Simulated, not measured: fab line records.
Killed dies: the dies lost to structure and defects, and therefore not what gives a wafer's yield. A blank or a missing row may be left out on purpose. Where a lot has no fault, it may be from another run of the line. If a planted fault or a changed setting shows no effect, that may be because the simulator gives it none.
Lot-split experiment | flow n5_finfet | 39 wafers read from 7 lots, route of 1938 steps

## SPLIT DETAILS
At N5_MOL_CONTACT_COAG_ALD_131 (deposits SiO2, target thk 5 nm, pulse time 1 s, co reactant pulse time 1 s), the setting ald_cycles was moved away from the recipe's 35 on 15 of the 39 wafers read, by -42.9% to +42.9%. The other wafers ran this setting at the recipe's value.

The reading is taken at the split's own step.

## THE READING
SiO2_of_MOL_CONTACT_COAG_ALD_131.thk_nm (the simulator's own value, which no gauge read), in nm, at N5_MOL_CONTACT_COAG_ALD_131 (deposits SiO2, target thk 5 nm, pulse time 1 s, co reactant pulse time 1 s). There is no usual value for it anywhere in the file.

wafer  | tool, chamber at the split | ald_cycles as run | against the recipe | SiO2_of_MOL_CONTACT_COAG_ALD_131.thk_nm, nm | against lot-mates on the recipe
L076.2 | ald_sin-04, 0,3,0          | 35                | recipe             | 5                                           | -
L076.4 | ald_sin-04, 0,3,0          | 35                | recipe             | 5                                           | -
L076.6 | ald_sin-04, 0,3,0          | 35                | recipe             | 5                                           | -
L078.1 | ald_sin-02, 2,1,1          | 28                | -20.0%             | 4                                           | -1.0
L078.2 | ald_sin-02, 2,1,1          | 28                | -20.0%             | 4                                           | -1.0
L078.5 | ald_sin-02, 2,1,1          | 28                | -20.0%             | 4                                           | -1.0
L078.3 | ald_sin-02, 3,0,0          | 35                | recipe             | 5                                           | -
L078.4 | ald_sin-02, 3,0,0          | 35                | recipe             | 5                                           | -
L078.6 | ald_sin-02, 3,0,0          | 35                | recipe             | 5                                           | -
L083.1 | ald_sin-04, 1,3,3          | 35                | recipe             | 5                                           | -
L083.2 | ald_sin-04, 1,3,3          | 35                | recipe             | 5                                           | -
L083.6 | ald_sin-04, 1,3,3          | 35                | recipe             | 5                                           | -
L083.3 | ald_sin-04, 0,2,0          | 28                | -20.0%             | 4                                           | -1.0
L083.4 | ald_sin-04, 0,2,0          | 28                | -20.0%             | 4                                           | -1.0
L083.5 | ald_sin-04, 0,2,0          | 28                | -20.0%             | 4                                           | -1.0
L085.1 | ald_sin-01, 1,3,3          | 50                | +42.9%             | 7.2                                         | +2.2
L085.3 | ald_sin-01, 1,3,3          | 50                | +42.9%             | 7.2                                         | +2.2
L085.6 | ald_sin-01, 1,3,3          | 50                | +42.9%             | 7.2                                         | +2.2
L085.2 | ald_sin-01, 0,2,0          | 35                | recipe             | 5                                           | -
L085.4 | ald_sin-01, 0,2,0          | 35                | recipe             | 5                                           | -
L085.5 | ald_sin-01, 0,2,0          | 35                | recipe             | 5                                           | -
L090.1 | ald_sin-01, 2,3,1          | 21                | -40.0%             | 3                                           | -2.0
L090.3 | ald_sin-01, 2,3,1          | 21                | -40.0%             | 3                                           | -2.0
L090.5 | ald_sin-01, 2,3,1          | 21                | -40.0%             | 3                                           | -2.0
L090.2 | ald_sin-01, 1,0,2          | 35                | recipe             | 5                                           | -
L090.4 | ald_sin-01, 1,0,2          | 35                | recipe             | 5                                           | -
L090.6 | ald_sin-01, 1,0,2          | 35                | recipe             | 5                                           | -
L091.1 | ald_sin-01, 3,0,1,2,2,1    | 35                | recipe             | 5                                           | -
L091.2 | ald_sin-01, 3,0,1,2,2,1    | 35                | recipe             | 5                                           | -
L091.3 | ald_sin-01, 3,0,1,2,2,1    | 35                | recipe             | 5                                           | -
L091.4 | ald_sin-01, 3,0,1,2,2,1    | 35                | recipe             | 5                                           | -
L091.5 | ald_sin-01, 3,0,1,2,2,1    | 35                | recipe             | 5                                           | -
L091.6 | ald_sin-01, 3,0,1,2,2,1    | 35                | recipe             | 5                                           | -
L095.1 | ald_sin-04, 2,1,0          | 35                | recipe             | 5                                           | -
L095.2 | ald_sin-04, 2,1,0          | 35                | recipe             | 5                                           | -
L095.4 | ald_sin-04, 2,1,0          | 35                | recipe             | 5                                           | -
L095.3 | ald_sin-04, 3,3,2          | 20                | -42.9%             | 2.8                                         | -2.2
L095.5 | ald_sin-04, 3,3,2          | 20                | -42.9%             | 2.8                                         | -2.2
L095.6 | ald_sin-04, 3,3,2          | 20                | -42.9%             | 2.8                                         | -2.2
When a row names more than one chamber, that row covers several wafers, and the file does not tell which wafer ran in which chamber.

FIT RESULTS
A straight line over all 39 wafers: SiO2_of_MOL_CONTACT_COAG_ALD_131.thk_nm changes by +0.0509 nm for each +1% of ald_cycles; r = +1.00; the points scatter about the line by 0.013 nm.
The same after taking each lot's own level away (the mean of its wafers on the recipe; 39 wafers): +0.0509 nm for each +1%; r = +1.00; scatter 0.013 nm.
According to that fit, moving ald_cycles by its largest amount changes the reading by 2.2 nm.
The lots' own levels span 5.00 to 5.00 nm.
Hence the lot-to-lot level has little effect on the slope; both slopes agree.
Check: +2.18 nm against its lot-mates is what the line predicts for one of the wafers moved furthest among these (+42.9%) when that wafer is left out of the fit. Against them it came out at +2.2 nm.

## ADDITIONAL SPLITS CARRIED BY THESE WAFERS
These wafers also went through other splits before the reading. Each is held against what the fit with the lots' levels taken away leaves over:
other split on the same wafers     | wafers away from the commonest value | r with SiO2_of_MOL_CONTACT_COAG_ALD_131.thk_nm (lot level and that fit taken away)
N5_SD_EPI_N_ETCH_45 target_depth_a | 18                                   | -0.08

## THE FILE'S OWN FIT
SiO2_of_MOL_CONTACT_COAG_ALD_131.thk_nm changes by +0.0508 nm for each +1% of ald_cycles, r = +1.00.
